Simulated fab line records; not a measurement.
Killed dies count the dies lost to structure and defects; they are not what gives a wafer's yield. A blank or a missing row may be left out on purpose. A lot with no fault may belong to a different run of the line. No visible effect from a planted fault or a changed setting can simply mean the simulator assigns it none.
Lot-split experiment || flow n5Finfet || route with 1938 steps; 7 lots, 21 wafers read

## ON THE SPLIT
At N5_BEOL_M12_SPUTTER_44 (material Ta, target thk 10 nm, time 16.13 s), the setting timeS was moved away from the recipe's 16.13 s on 7 of the 21 wafers read, by -14.3% to +13.2%. The other wafers ran this setting at the recipe's value.

The reading is taken at the split's own step.

## THE READING
Ta_of_BEOL_M12_SPUTTER_44.thkNm (the simulator's own value, which no gauge read), in nm, at N5_BEOL_M12_SPUTTER_44 (material Ta, target thk 10 nm, time 16.13 s). No usual value for it is given in the file. Across the 14 wafers here that went through the recipe, the average is 9.9 nm and the standard deviation 0.16 nm.

{"wafer": "L075.1", "tool, chamber at the split": "pvdSputter-03, -", "timeS as run, s": 16.13, "against the recipe": "recipe", "Ta_of_BEOL_M12_SPUTTER_44.thkNm, nm": 10, "against lot-mates on the recipe": "-"}
{"wafer": "L075.3", "tool, chamber at the split": "pvdSputter-03, -", "timeS as run, s": 16.13, "against the recipe": "recipe", "Ta_of_BEOL_M12_SPUTTER_44.thkNm, nm": 10, "against lot-mates on the recipe": "-"}
{"wafer": "L075.4", "tool, chamber at the split": "pvdSputter-03, -", "timeS as run, s": 16.13, "against the recipe": "recipe", "Ta_of_BEOL_M12_SPUTTER_44.thkNm, nm": 10.2, "against lot-mates on the recipe": "-"}
{"wafer": "L074.1", "tool, chamber at the split": "pvdSputter-03, -", "timeS as run, s": 17.09, "against the recipe": "+6.0%", "Ta_of_BEOL_M12_SPUTTER_44.thkNm, nm": 10.6, "against lot-mates on the recipe": "+0.8"}
{"wafer": "L074.6", "tool, chamber at the split": "pvdSputter-03, -", "timeS as run, s": 17.09, "against the recipe": "+6.0%", "Ta_of_BEOL_M12_SPUTTER_44.thkNm, nm": 10.6, "against lot-mates on the recipe": "+0.8"}
{"wafer": "L074.2", "tool, chamber at the split": "pvdSputter-03, -", "timeS as run, s": 16.13, "against the recipe": "recipe", "Ta_of_BEOL_M12_SPUTTER_44.thkNm, nm": 9.8, "against lot-mates on the recipe": "-"}
{"wafer": "L084.1", "tool, chamber at the split": "pvdSputter-03, -", "timeS as run, s": 15.21, "against the recipe": "-5.7%", "Ta_of_BEOL_M12_SPUTTER_44.thkNm, nm": 9.4, "against lot-mates on the recipe": -0.6}
{"wafer": "L084.3", "tool, chamber at the split": "pvdSputter-03, -", "timeS as run, s": 16.13, "against the recipe": "recipe", "Ta_of_BEOL_M12_SPUTTER_44.thkNm, nm": 10, "against lot-mates on the recipe": "-"}
{"wafer": "L084.5", "tool, chamber at the split": "pvdSputter-03, -", "timeS as run, s": 16.13, "against the recipe": "recipe", "Ta_of_BEOL_M12_SPUTTER_44.thkNm, nm": 10, "against lot-mates on the recipe": "-"}
{"wafer": "L088.1", "tool, chamber at the split": "pvdSputter-01, -", "timeS as run, s": 18.26, "against the recipe": "+13.2%", "Ta_of_BEOL_M12_SPUTTER_44.thkNm, nm": 11.2, "against lot-mates on the recipe": "+1.4"}
{"wafer": "L088.2", "tool, chamber at the split": "pvdSputter-01, -", "timeS as run, s": 16.13, "against the recipe": "recipe", "Ta_of_BEOL_M12_SPUTTER_44.thkNm, nm": 9.6, "against lot-mates on the recipe": "-"}
{"wafer": "L088.5", "tool, chamber at the split": "pvdSputter-01, -", "timeS as run, s": 16.13, "against the recipe": "recipe", "Ta_of_BEOL_M12_SPUTTER_44.thkNm, nm": 10, "against lot-mates on the recipe": "-"}
{"wafer": "L091.1", "tool, chamber at the split": "pvdSputter-01, -", "timeS as run, s": 16.13, "against the recipe": "recipe", "Ta_of_BEOL_M12_SPUTTER_44.thkNm, nm": 9.8, "against lot-mates on the recipe": "-"}
{"wafer": "L091.4", "tool, chamber at the split": "pvdSputter-01, -", "timeS as run, s": 16.13, "against the recipe": "recipe", "Ta_of_BEOL_M12_SPUTTER_44.thkNm, nm": 9.6, "against lot-mates on the recipe": "-"}
{"wafer": "L091.6", "tool, chamber at the split": "pvdSputter-01, -", "timeS as run, s": 13.82, "against the recipe": "-14.3%", "Ta_of_BEOL_M12_SPUTTER_44.thkNm, nm": 8.4, "against lot-mates on the recipe": -1.3}
{"wafer": "L089.1", "tool, chamber at the split": "pvdSputter-02, -", "timeS as run, s": 15.52, "against the recipe": "-3.8%", "Ta_of_BEOL_M12_SPUTTER_44.thkNm, nm": 9.6, "against lot-mates on the recipe": -0.3}
{"wafer": "L089.2", "tool, chamber at the split": "pvdSputter-02, -", "timeS as run, s": 16.13, "against the recipe": "recipe", "Ta_of_BEOL_M12_SPUTTER_44.thkNm, nm": 9.8, "against lot-mates on the recipe": "-"}
{"wafer": "L089.6", "tool, chamber at the split": "pvdSputter-02, -", "timeS as run, s": 16.13, "against the recipe": "recipe", "Ta_of_BEOL_M12_SPUTTER_44.thkNm, nm": 10, "against lot-mates on the recipe": "-"}
{"wafer": "L095.1", "tool, chamber at the split": "pvdSputter-02, -", "timeS as run, s": 16.13, "against the recipe": "recipe", "Ta_of_BEOL_M12_SPUTTER_44.thkNm, nm": 10, "against lot-mates on the recipe": "-"}
{"wafer": "L095.3", "tool, chamber at the split": "pvdSputter-02, -", "timeS as run, s": 16.13, "against the recipe": "recipe", "Ta_of_BEOL_M12_SPUTTER_44.thkNm, nm": 10, "against lot-mates on the recipe": "-"}
{"wafer": "L095.5", "tool, chamber at the split": "pvdSputter-02, -", "timeS as run, s": 14.09, "against the recipe": "-12.6%", "Ta_of_BEOL_M12_SPUTTER_44.thkNm, nm": 8.8, "against lot-mates on the recipe": -1.2}

THE FIT
A straight line over all 21 wafers: Ta_of_BEOL_M12_SPUTTER_44.thkNm changes by +0.0992 nm for each +1% of timeS; r = +0.97; the points scatter about the line by 0.15 nm.
The same after taking each lot's own level away (the mean of its wafers on the recipe; 21 wafers): +0.102 nm for each +1%; r = +0.98; scatter 0.11 nm.
On that fit, the largest move of timeS shifts the reading by 1.5 nm.
The lots' own levels span 9.70 to 10.07 nm, that is 2.2 times the standard deviation above.
The two slopes are in agreement: the lot-to-lot level therefore moves the slope only a little.
Check: for one of the wafers moved furthest among these (-14.3%), held out of the fit, the line's prediction against its lot-mates is -1.48 nm. It came out at -1.3 nm against them.

## OTHER SPLITS APPLIED TO THESE WAFERS
Note: prior to the reading, these wafers also went through further splits. Each is held against what the fit with the lots' levels taken away leaves over:
{"other split on the same wafers": "N5_BEOL_M8_ILD_DEP_00 tempC", "wafers away from the commonest value": 11, "r with Ta_of_BEOL_M12_SPUTTER_44.thkNm (lot level and that fit taken away)": -0.07}
{"other split on the same wafers": "N5_BEOL_M9_ILD_DEP_00 timeS", "wafers away from the commonest value": 10, "r with Ta_of_BEOL_M12_SPUTTER_44.thkNm (lot level and that fit taken away)": "+0.02"}
{"other split on the same wafers": "N5_BEOL_M10_COAT_60 spinRpm", "wafers away from the commonest value": 7, "r with Ta_of_BEOL_M12_SPUTTER_44.thkNm (lot level and that fit taken away)": -0.08}
{"other split on the same wafers": "N5_BEOL_M11_ILD_DEP_00 timeS", "wafers away from the commonest value": 10, "r with Ta_of_BEOL_M12_SPUTTER_44.thkNm (lot level and that fit taken away)": -0.06}
{"other split on the same wafers": "N5_BEOL_M11_PECVD_70 tempC", "wafers away from the commonest value": 6, "r with Ta_of_BEOL_M12_SPUTTER_44.thkNm (lot level and that fit taken away)": -0.05}

## FILE'S OWN FIT
Ta_of_BEOL_M12_SPUTTER_44.thkNm changes by +0.0991 nm for each +1% of timeS, r = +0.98.
